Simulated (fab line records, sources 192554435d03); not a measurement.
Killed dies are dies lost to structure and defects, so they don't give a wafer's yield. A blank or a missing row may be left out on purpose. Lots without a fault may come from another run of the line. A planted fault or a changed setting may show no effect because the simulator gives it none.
Chamber matching | flow n5_finfet | N5_BEOL_M8_ETCH_66 on rie_diel-03: 4 sister chambers
The step etches SOC in N2/H2, target depth 80 nm, overetch 16 nm, time 120 s. 24 wafers are shown with their chamber, then 12 later ones without.

WAFERS WITH THEIR CHAMBER
wafer  | chamber | showerhead_plenum_p_Torr (Torr) | throttle_valve_pct (%) | drypump_motor_current_A (A)
L078.2 | 3       | 2.70                            | 17.57                  | 6.0
L078.4 | 3       | 2.70                            | 17.55                  | 6.1
L078.6 | 1       | 2.62                            | 17.65                  | 5.5
L077.2 | 1       | 2.62                            | 17.68                  | 5.5
L077.3 | 2       | 2.71                            | 17.41                  | 5.9
L077.6 | 1       | 2.62                            | 17.67                  | 5.5
L076.1 | 3       | 2.69                            | 17.62                  | 6.0
L076.2 | 2       | 2.71                            | 17.41                  | 5.9
L076.3 | 1       | 2.61                            | 17.68                  | 5.4
L076.4 | 0       | 2.49                            | 18.02                  | 6.1
L076.5 | 2       | 2.71                            | 17.43                  | 5.9
L076.6 | 3       | 2.69                            | 17.62                  | 6.0
L083.1 | 0       | 2.48                            | 18.03                  | 6.1
L083.3 | 2       | 2.70                            | 17.44                  | 5.9
L083.4 | 0       | 2.48                            | 18.02                  | 6.1
L081.2 | 2       | 2.70                            | 17.43                  | 5.9
L081.3 | 0       | 2.48                            | 18.03                  | 6.1
L081.5 | 0       | 2.48                            | 18.03                  | 6.1
L085.1 | 2       | 2.70                            | 17.46                  | 5.9
L085.4 | 3       | 2.69                            | 17.64                  | 6.0
L085.5 | 2       | 2.70                            | 17.44                  | 5.9
L082.1 | 2       | 2.70                            | 17.45                  | 5.9
L082.5 | 0       | 2.48                            | 18.04                  | 6.1
L082.6 | 3       | 2.69                            | 17.64                  | 6.0

SIGNATURES (means of the wafers above)
reading                  | chamber 0 | chamber 1 | chamber 2 | chamber 3 | scatter within a chamber
showerhead_plenum_p_Torr | 2.4817    | 2.6175    | 2.7038    | 2.6933    | 0.00489
throttle_valve_pct       | 18.0283   | 17.6700   | 17.4337   | 17.6067   | 0.0226
drypump_motor_current_A  | 6.100     | 5.475     | 5.900     | 6.017     | 0.0281
Rule: a wafer's distance from a chamber is the root of the sum, over the readings, of the square of ((its reading less the chamber's mean) divided by the reading's scatter). The wafer belongs to the nearest chamber; if the next one is less than 2 further off, it can't be placed. The scatter: the root of (the sum of the squares of (reading less its chamber's mean) over the shown wafers, divided by (wafers less chambers)).

WAFERS WITHOUT THEIR CHAMBER
wafer  | showerhead_plenum_p_Torr (Torr) | throttle_valve_pct (%) | drypump_motor_current_A (A)
L093.2 | 2.68                            | 17.68                  | 6.0
L093.3 | 2.70                            | 17.48                  | 5.9
L093.4 | 2.70                            | 17.46                  | 5.9
L092.2 | 2.68                            | 17.67                  | 6.0
L092.3 | 2.70                            | 17.46                  | 5.9
L092.4 | 2.61                            | 17.32                  | 5.5
L094.3 | 2.60                            | 17.33                  | 5.5
L094.4 | 2.69                            | 17.48                  | 5.9
L094.6 | 2.48                            | 17.62                  | 6.1
L097.1 | 2.60                            | 17.34                  | 5.4
L097.4 | 2.67                            | 17.68                  | 6.0
L097.6 | 2.48                            | 17.63                  | 6.1

WHICH CHAMBER EACH WENT THROUGH
wafer  | from the rows above | in truth
L093.2 | 3                   | 3
L093.3 | 2                   | 2
L093.4 | 2                   | 2
L092.2 | 3                   | 3
L092.3 | 2                   | 2
L092.4 | 1                   | 1
L094.3 | 1                   | 1
L094.4 | 2                   | 2
L094.6 | 0                   | 0
L097.1 | 1                   | 1
L097.4 | 3                   | 3
L097.6 | 0                   | 0
Placed correctly: 12 of 12. Can't be placed from these rows: 0. Placed wrongly: 0.
